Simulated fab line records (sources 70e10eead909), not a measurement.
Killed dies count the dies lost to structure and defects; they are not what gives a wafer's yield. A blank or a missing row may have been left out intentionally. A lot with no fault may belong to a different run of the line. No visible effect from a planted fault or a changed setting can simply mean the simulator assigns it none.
Which tool is to blame? / flow nandHarc / 12 lots, 35 wafers sampled, at 5 steps of a route of 1302

## WHAT THE GAUGES SHOWED, per wafer
NHARC_END_SORT_01. Usual: killedAtArray 51, standard deviation 18; killedAtOther 1.0, standard deviation 1.2; killedAtPeriphery 3.7, standard deviation 2.9; killedDies 55, standard deviation 19; killedOpen 3.5, standard deviation 1.9; killedShort 2.6, standard deviation 1.6.
lot=L807; measured=day 24 18:29; on=prober-02; killedAtArray=19 19 12; killedAtOther=1 1 1; killedAtPeriphery=1 0 3; killedDies=21 20 16; killedOpen=3 5 2; killedShort=2 1 1; flag=
lot=L817; measured=day 28 12:04; on=prober-02; killedAtArray=673 676; killedAtOther=0 0; killedAtPeriphery=1 1; killedDies=674 677; killedOpen=3 3; killedShort=2 3; flag=OFF
lot=L818; measured=day 29 11:43; on=prober-01; killedAtArray=677 672 674; killedAtOther=0 0 0; killedAtPeriphery=0 5 3; killedDies=677 677 677; killedOpen=6 5 3; killedShort=2 2 3; flag=OFF
lot=L828; measured=day 33 15:25; on=prober-01; killedAtArray=39 27 62; killedAtOther=1 1 3; killedAtPeriphery=5 3 1; killedDies=45 31 66; killedOpen=7 6 4; killedShort=4 1 3; flag=

## WHICH TOOL RAN EACH LOT (tool, then ch and the chambers of the sampled wafers, then the start)
lot=L808; NHARC_A_CHANNEL_HOLE_D2_DESCUM_15=rieDiel-05 ch 0,1,2, day 13 04:41; NHARC_A_CHANNEL_HOLE_D2_ETCH_27=harEtch-02 ch 0,1, day 13 09:55; NHARC_A_CHANNEL_HOLE_D2_ETCH_44=rieDiel-05 ch 0,2,3, day 13 10:35; NHARC_A_CHANNEL_FILL_D2_ALD_02=aldHk-03 ch 1,2,3, day 13 11:50
lot=L807; NHARC_A_CHANNEL_HOLE_D2_DESCUM_15=rieDiel-02 ch 0,1,2, day 13 04:51; NHARC_A_CHANNEL_HOLE_D2_ETCH_27=harEtch-01 ch 0,1, day 13 11:01; NHARC_A_CHANNEL_HOLE_D2_ETCH_44=rieDiel-12 ch 0,3, day 13 11:45; NHARC_A_CHANNEL_FILL_D2_ALD_02=aldHk-04 ch 2,3, day 13 12:59
lot=L810; NHARC_A_CHANNEL_HOLE_D2_DESCUM_15=rieDiel-02 ch 0,1,2, day 14 07:34; NHARC_A_CHANNEL_HOLE_D2_ETCH_27=harEtch-01 ch 0,1, day 14 18:41; NHARC_A_CHANNEL_HOLE_D2_ETCH_44=rieDiel-02 ch 0,2, day 14 19:26; NHARC_A_CHANNEL_FILL_D2_ALD_02=aldHk-04 ch 0,3, day 14 20:54
lot=L811; NHARC_A_CHANNEL_HOLE_D2_DESCUM_15=rieDiel-05 ch 1,2,3, day 14 12:59; NHARC_A_CHANNEL_HOLE_D2_ETCH_27=harEtch-01 ch 0, day 14 22:51; NHARC_A_CHANNEL_HOLE_D2_ETCH_44=rieDiel-12 ch 0,3, day 14 23:38; NHARC_A_CHANNEL_FILL_D2_ALD_02=aldHk-01 ch 1,2,3, day 15 01:04
lot=L812; NHARC_A_CHANNEL_HOLE_D2_DESCUM_15=rieDiel-02 ch 1,2, day 15 02:35; NHARC_A_CHANNEL_HOLE_D2_ETCH_27=harEtch-02 ch 1, day 15 11:44; NHARC_A_CHANNEL_HOLE_D2_ETCH_44=rieDiel-12 ch 0,2,3, day 15 12:37; NHARC_A_CHANNEL_FILL_D2_ALD_02=aldHk-01 ch 0,1,3, day 15 14:00
lot=L817; NHARC_A_CHANNEL_HOLE_D2_DESCUM_15=rieDiel-12 ch 1,2, day 17 05:43; NHARC_A_CHANNEL_HOLE_D2_ETCH_27=harEtch-02 ch 1, day 17 20:11; NHARC_A_CHANNEL_HOLE_D2_ETCH_44=rieDiel-05 ch 1,3, day 17 20:56; NHARC_A_CHANNEL_FILL_D2_ALD_02=-
lot=L818; NHARC_A_CHANNEL_HOLE_D2_DESCUM_15=rieDiel-12 ch 1,2,3, day 18 02:24; NHARC_A_CHANNEL_HOLE_D2_ETCH_27=harEtch-02 ch 0,1, day 18 08:20; NHARC_A_CHANNEL_HOLE_D2_ETCH_44=rieDiel-05 ch 0,1,3, day 18 09:02; NHARC_A_CHANNEL_FILL_D2_ALD_02=-
lot=L824; NHARC_A_CHANNEL_HOLE_D2_DESCUM_15=rieDiel-02 ch 1,2,3, day 20 09:56; NHARC_A_CHANNEL_HOLE_D2_ETCH_27=harEtch-01 ch 0,1, day 20 15:08; NHARC_A_CHANNEL_HOLE_D2_ETCH_44=rieDiel-02 ch 0,2,3, day 20 15:53; NHARC_A_CHANNEL_FILL_D2_ALD_02=aldHk-03 ch 0,2, day 20 17:02
lot=L826; NHARC_A_CHANNEL_HOLE_D2_DESCUM_15=rieDiel-12 ch 0,2,3, day 20 10:46; NHARC_A_CHANNEL_HOLE_D2_ETCH_27=harEtch-01 ch 0,1, day 20 19:17; NHARC_A_CHANNEL_HOLE_D2_ETCH_44=rieDiel-05 ch 0,1,3, day 20 20:02; NHARC_A_CHANNEL_FILL_D2_ALD_02=aldHk-03 ch 0,1,3, day 20 21:17
lot=L828; NHARC_A_CHANNEL_HOLE_D2_DESCUM_15=rieDiel-12 ch 2,3, day 22 08:09; NHARC_A_CHANNEL_HOLE_D2_ETCH_27=harEtch-02 ch 0,1, day 22 13:20; NHARC_A_CHANNEL_HOLE_D2_ETCH_44=rieDiel-05 ch 0,2,3, day 22 14:03; NHARC_A_CHANNEL_FILL_D2_ALD_02=aldHk-01 ch 0,2,3, day 22 15:19
lot=L830; NHARC_A_CHANNEL_HOLE_D2_DESCUM_15=rieDiel-12 ch 0,2,3, day 22 18:47; NHARC_A_CHANNEL_HOLE_D2_ETCH_27=harEtch-01 ch 0,1, day 22 23:59; NHARC_A_CHANNEL_HOLE_D2_ETCH_44=rieDiel-02 ch 0,1,2, day 23 00:41; NHARC_A_CHANNEL_FILL_D2_ALD_02=aldHk-01 ch 2,3, day 23 01:56
lot=L829; NHARC_A_CHANNEL_HOLE_D2_DESCUM_15=rieDiel-12 ch 0,2,3, day 22 20:49; NHARC_A_CHANNEL_HOLE_D2_ETCH_27=harEtch-02 ch 0,1, day 23 04:36; NHARC_A_CHANNEL_HOLE_D2_ETCH_44=rieDiel-05 ch 1,2,3, day 23 05:17; NHARC_A_CHANNEL_FILL_D2_ALD_02=aldHk-04 ch 0,1,3, day 23 06:32
- NHARC_A_CHANNEL_HOLE_D2_DESCUM_15: chemistry O2, time 3 s.
- NHARC_A_CHANNEL_HOLE_D2_ETCH_27: etches the open film in C4F8/O2/Ar, time 90 s, target depth 400 nm.
- NHARC_A_CHANNEL_HOLE_D2_ETCH_44: etches the open film in CF4/O2, target depth 140 nm, overetch 14 nm, time 77 s.
- NHARC_A_CHANNEL_FILL_D2_ALD_02: deposits SiO2, target thk 6 nm, pulse time 10 s, ald cycles 60.

## WHAT THE TOOLS THEMSELVES READ (means of the sampled wafers that have a number; where no wafer has one, the mark that the record gives instead)
NHARC_A_CHANNEL_HOLE_D2_DESCUM_15. Usual: drypumpMotorCurrentA 5.6 A, standard deviation 0.42; oesProductAu 1.001 a.u., standard deviation 0.011; rfVppV 57.9 V, standard deviation 0.8; showerheadPlenumPTorr 1.90 Torr, standard deviation 0.069; throttleValvePct 11.312 %, standard deviation 0.0094.
lot=L808; tool=rieDiel-05; drypumpMotorCurrentA (A)=5.3; oesProductAu (a.u.)=1.003; rfVppV (V)=58.3; showerheadPlenumPTorr (Torr)=1.94; throttleValvePct (%)=11.307; flag=
lot=L807; tool=rieDiel-02; drypumpMotorCurrentA (A)=5.4; oesProductAu (a.u.)=1.000; rfVppV (V)=58.5; showerheadPlenumPTorr (Torr)=1.92; throttleValvePct (%)=11.319; flag=
lot=L810; tool=rieDiel-02; drypumpMotorCurrentA (A)=5.4; oesProductAu (a.u.)=1.004; rfVppV (V)=58.2; showerheadPlenumPTorr (Torr)=1.92; throttleValvePct (%)=11.315; flag=
lot=L811; tool=rieDiel-05; drypumpMotorCurrentA (A)=5.6; oesProductAu (a.u.)=1.003; rfVppV (V)=57.5; showerheadPlenumPTorr (Torr)=1.91; throttleValvePct (%)=11.318; flag=
lot=L812; tool=rieDiel-02; drypumpMotorCurrentA (A)=5.5; oesProductAu (a.u.)=1.000; rfVppV (V)=58.5; showerheadPlenumPTorr (Torr)=1.88; throttleValvePct (%)=11.324; flag=
lot=L817; tool=rieDiel-12; drypumpMotorCurrentA (A)=5.7; oesProductAu (a.u.)=0.982; rfVppV (V)=58.0; showerheadPlenumPTorr (Torr)=1.96; throttleValvePct (%)=11.314; flag=
lot=L818; tool=rieDiel-12; drypumpMotorCurrentA (A)=5.6; oesProductAu (a.u.)=1.000; rfVppV (V)=57.6; showerheadPlenumPTorr (Torr)=1.93; throttleValvePct (%)=11.315; flag=
lot=L824; tool=rieDiel-02; drypumpMotorCurrentA (A)=5.4; oesProductAu (a.u.)=0.996; rfVppV (V)=57.2; showerheadPlenumPTorr (Torr)=1.92; throttleValvePct (%)=11.314; flag=
lot=L826; tool=rieDiel-12; drypumpMotorCurrentA (A)=5.9; oesProductAu (a.u.)=1.009; rfVppV (V)=56.6; showerheadPlenumPTorr (Torr)=1.86; throttleValvePct (%)=11.306; flag=
lot=L828; tool=rieDiel-12; drypumpMotorCurrentA (A)=5.8; oesProductAu (a.u.)=1.012; rfVppV (V)=58.2; showerheadPlenumPTorr (Torr)=1.90; throttleValvePct (%)=11.311; flag=
lot=L830; tool=rieDiel-12; drypumpMotorCurrentA (A)=5.9; oesProductAu (a.u.)=1.010; rfVppV (V)=57.6; showerheadPlenumPTorr (Torr)=1.86; throttleValvePct (%)=11.315; flag=
lot=L829; tool=rieDiel-12; drypumpMotorCurrentA (A)=5.9; oesProductAu (a.u.)=1.004; rfVppV (V)=57.3; showerheadPlenumPTorr (Torr)=1.86; throttleValvePct (%)=11.312; flag=

NHARC_A_CHANNEL_HOLE_D2_ETCH_27. Usual: drypumpMotorCurrentA 6.02 A, standard deviation 0.13; showerheadPlenumPTorr 3.71 Torr, standard deviation 0.031; tempC -20.00 C, standard deviation 0.11; throttleValvePct 27.620 %, standard deviation 0.0084.
lot=L808; tool=harEtch-02; drypumpMotorCurrentA (A)=6.12; showerheadPlenumPTorr (Torr)=3.77; tempC (C)=-20.10; throttleValvePct (%)=27.623; flag=
lot=L807; tool=harEtch-01; drypumpMotorCurrentA (A)=6.00; showerheadPlenumPTorr (Torr)=3.74; tempC (C)=-19.89; throttleValvePct (%)=27.617; flag=
lot=L810; tool=harEtch-01; drypumpMotorCurrentA (A)=5.92; showerheadPlenumPTorr (Torr)=3.73; tempC (C)=-19.87; throttleValvePct (%)=27.621; flag=
lot=L811; tool=harEtch-01; drypumpMotorCurrentA (A)=6.08; showerheadPlenumPTorr (Torr)=3.72; tempC (C)=-19.93; throttleValvePct (%)=27.611; flag=
lot=L812; tool=harEtch-02; drypumpMotorCurrentA (A)=6.19; showerheadPlenumPTorr (Torr)=3.76; tempC (C)=-20.22; throttleValvePct (%)=27.631; flag=
lot=L817; tool=harEtch-02; drypumpMotorCurrentA (A)=6.20; showerheadPlenumPTorr (Torr)=3.75; tempC (C)=-19.92; throttleValvePct (%)=27.620; flag=
lot=L818; tool=harEtch-02; drypumpMotorCurrentA (A)=6.13; showerheadPlenumPTorr (Torr)=3.74; tempC (C)=-19.94; throttleValvePct (%)=27.616; flag=
lot=L824; tool=harEtch-01; drypumpMotorCurrentA (A)=5.92; showerheadPlenumPTorr (Torr)=3.68; tempC (C)=-20.09; throttleValvePct (%)=27.617; flag=
lot=L826; tool=harEtch-01; drypumpMotorCurrentA (A)=5.92; showerheadPlenumPTorr (Torr)=3.68; tempC (C)=-19.98; throttleValvePct (%)=27.623; flag=
lot=L828; tool=harEtch-02; drypumpMotorCurrentA (A)=6.12; showerheadPlenumPTorr (Torr)=3.71; tempC (C)=-19.99; throttleValvePct (%)=27.619; flag=
lot=L830; tool=harEtch-01; drypumpMotorCurrentA (A)=5.92; showerheadPlenumPTorr (Torr)=3.66; tempC (C)=-20.06; throttleValvePct (%)=27.627; flag=
lot=L829; tool=harEtch-02; drypumpMotorCurrentA (A)=6.13; showerheadPlenumPTorr (Torr)=3.70; tempC (C)=-19.95; throttleValvePct (%)=27.618; flag=

NHARC_A_CHANNEL_HOLE_D2_ETCH_44. Usual: drypumpMotorCurrentA 5.6 A, standard deviation 0.43; oesProductAu 1.000 a.u., standard deviation 0.012; rfVppV 197.8 V, standard deviation 1.2; showerheadPlenumPTorr 1.33 Torr, standard deviation 0.048; throttleValvePct 13.397 %, standard deviation 0.0097.
lot=L808; tool=rieDiel-05; drypumpMotorCurrentA (A)=5.3; oesProductAu (a.u.)=1.006; rfVppV (V)=198.5; showerheadPlenumPTorr (Torr)=1.38; throttleValvePct (%)=13.402; flag=
lot=L807; tool=rieDiel-12; drypumpMotorCurrentA (A)=6.0; oesProductAu (a.u.)=1.015; rfVppV (V)=197.2; showerheadPlenumPTorr (Torr)=1.27; throttleValvePct (%)=13.395; flag=
lot=L810; tool=rieDiel-02; drypumpMotorCurrentA (A)=5.6; oesProductAu (a.u.)=0.996; rfVppV (V)=198.3; showerheadPlenumPTorr (Torr)=1.35; throttleValvePct (%)=13.402; flag=
lot=L811; tool=rieDiel-12; drypumpMotorCurrentA (A)=5.8; oesProductAu (a.u.)=1.012; rfVppV (V)=195.9; showerheadPlenumPTorr (Torr)=1.29; throttleValvePct (%)=13.400; flag=
lot=L812; tool=rieDiel-12; drypumpMotorCurrentA (A)=5.9; oesProductAu (a.u.)=1.000; rfVppV (V)=197.3; showerheadPlenumPTorr (Torr)=1.30; throttleValvePct (%)=13.402; flag=
lot=L817; tool=rieDiel-05; drypumpMotorCurrentA (A)=5.9; oesProductAu (a.u.)=0.921; rfVppV (V)=197.6; showerheadPlenumPTorr (Torr)=1.30; throttleValvePct (%)=13.396; flag=OFF
lot=L818; tool=rieDiel-05; drypumpMotorCurrentA (A)=5.6; oesProductAu (a.u.)=0.916; rfVppV (V)=197.6; showerheadPlenumPTorr (Torr)=1.32; throttleValvePct (%)=13.390; flag=OFF
lot=L824; tool=rieDiel-02; drypumpMotorCurrentA (A)=5.2; oesProductAu (a.u.)=0.998; rfVppV (V)=198.1; showerheadPlenumPTorr (Torr)=1.37; throttleValvePct (%)=13.403; flag=
lot=L826; tool=rieDiel-05; drypumpMotorCurrentA (A)=5.6; oesProductAu (a.u.)=0.999; rfVppV (V)=198.0; showerheadPlenumPTorr (Torr)=1.32; throttleValvePct (%)=13.393; flag=
lot=L828; tool=rieDiel-05; drypumpMotorCurrentA (A)=5.4; oesProductAu (a.u.)=1.002; rfVppV (V)=198.5; showerheadPlenumPTorr (Torr)=1.37; throttleValvePct (%)=13.400; flag=
lot=L830; tool=rieDiel-02; drypumpMotorCurrentA (A)=5.4; oesProductAu (a.u.)=0.990; rfVppV (V)=198.4; showerheadPlenumPTorr (Torr)=1.34; throttleValvePct (%)=13.403; flag=
lot=L829; tool=rieDiel-05; drypumpMotorCurrentA (A)=5.6; oesProductAu (a.u.)=1.003; rfVppV (V)=198.0; showerheadPlenumPTorr (Torr)=1.33; throttleValvePct (%)=13.395; flag=

NHARC_A_CHANNEL_FILL_D2_ALD_02. Usual: heaterPowerW 456 W, standard deviation 40; precursorPulseHeightRel 1.004, standard deviation 0.021.
lot=L808; tool=aldHk-03; heaterPowerW (W)=438; precursorPulseHeightRel=0.998; flag=
lot=L807; tool=aldHk-04; heaterPowerW (W)=472; precursorPulseHeightRel=1.025; flag=
lot=L810; tool=aldHk-04; heaterPowerW (W)=477; precursorPulseHeightRel=1.019; flag=
lot=L811; tool=aldHk-01; heaterPowerW (W)=435; precursorPulseHeightRel=1.000; flag=
lot=L812; tool=aldHk-01; heaterPowerW (W)=449; precursorPulseHeightRel=1.009; flag=
lot=L824; tool=aldHk-03; heaterPowerW (W)=476; precursorPulseHeightRel=1.005; flag=
lot=L826; tool=aldHk-03; heaterPowerW (W)=459; precursorPulseHeightRel=0.996; flag=
lot=L828; tool=aldHk-01; heaterPowerW (W)=428; precursorPulseHeightRel=0.998; flag=
lot=L830; tool=aldHk-01; heaterPowerW (W)=436; precursorPulseHeightRel=1.006; flag=
lot=L829; tool=aldHk-04; heaterPowerW (W)=483; precursorPulseHeightRel=0.999; flag=

## THE ANSWER, worked out from the rows above alone
Rule: lot off if the mean of its wafers having a number is beyond 3 standard deviations from the usual mean. Also off: a lot with no number at a reading for which 4 or more lots have one. All remaining lots with rows at the step are treated as sound. After the gauges, taken in route order, come the tools' own readings; for these a lot's mean is taken, as printed above. The first step at which some lot is off is used, and at that step the reading that is off furthest; a lot without a number counts as furthest.
Off at NHARC_END_SORT_01 (killedAtArray): L817, L818. Neither off nor sound, because the step has no rows for them: L808, L810, L811, L812, L824, L826, L830, L829.
If a tool, at a process step before that reading, ran all the lots that are off and no sound lot after the first of them, it fits. The gauges at NHARC_END_SORT_01 aren't tried: what is off there is off at NHARC_A_CHANNEL_HOLE_D2_ETCH_44 too, on other tools, and a gauge's error can't cause that. Of those tried, none fits.

## WHAT THE SIMULATOR PUT IN
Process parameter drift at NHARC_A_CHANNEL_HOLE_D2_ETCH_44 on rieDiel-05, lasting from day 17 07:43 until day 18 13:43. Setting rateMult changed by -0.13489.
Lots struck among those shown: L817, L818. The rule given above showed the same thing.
